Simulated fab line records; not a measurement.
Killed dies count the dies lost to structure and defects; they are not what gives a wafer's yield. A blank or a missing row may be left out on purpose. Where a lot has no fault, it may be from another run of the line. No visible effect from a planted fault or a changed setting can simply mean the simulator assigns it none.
A single fault, viewed from 2 desks -- flow n5_finfet -- each desk holds nothing but its own numbers, with what lay behind them at the end

== METROLOGY DESK ==
What the gauges read for every lot (on any tool): the sampled wafers with a number, averaged. Marked OUT: a lot whose mean sits more than 4 standard deviations from the usual mean, which makes it out of limits; the brackets give that distance.
Columns: A = cd_nm at N5_PASSIVATION_CD_MEAS_44, usual 40001 nm
lot,first seen here,A
L477,day 11 21:31,40002
L478,day 12 11:25,39997
L483,day 13 17:59,40002
L482,day 13 18:37,40000
L481,day 13 18:40,40002
L484,day 14 00:22,40008
L485,day 14 05:50,39999
L487,day 15 03:53,39996
L486,day 15 04:19,40002
L498,day 18 01:01,40005
L499,day 18 05:36,39998
L500,day 18 09:26,40004
This desk's finding: nothing out of limits on any of the 12 lots.

== DESK OF THE TOOL OWNER: ald_metal-03 ==
The tool's own readings at N5_HKMG_FIN_ALD_21 (deposits TiN, target thk 1.5 nm, pulse time 1 s, purge time 3 s): means of the sampled wafers that have a number, for each lot that ran on this tool. Marked OUT: a lot whose mean sits more than 4 standard deviations from the usual mean, which makes it out of limits; the brackets give that distance.
Columns: A = heater_power_outer_w at N5_HKMG_FIN_ALD_21, usual 568 W; B = heater_power_w at N5_HKMG_FIN_ALD_21, usual 898 W; C = precursor_pulse_height_rel at N5_HKMG_FIN_ALD_21, usual 1.000
lot,first seen here,A,B,C
L477,day 4 09:51,568,879,0.990
L482,day 5 15:54,522,785,0.980
L483,day 5 20:36,554,872,1.007
L484,day 6 04:16,581,901,0.974
L486,day 6 15:22,571,883,0.997
L487,day 6 18:03,530,812,1.009
This desk's finding: nothing out of limits on any of the 6 lots.

== TAKEN TOGETHER ==
The metrology desk saw nothing out of limits.
Nothing out of limits was seen by the tool owner's desk.

== WHAT HAD BEEN PUT IN BY THE SIMULATOR ==
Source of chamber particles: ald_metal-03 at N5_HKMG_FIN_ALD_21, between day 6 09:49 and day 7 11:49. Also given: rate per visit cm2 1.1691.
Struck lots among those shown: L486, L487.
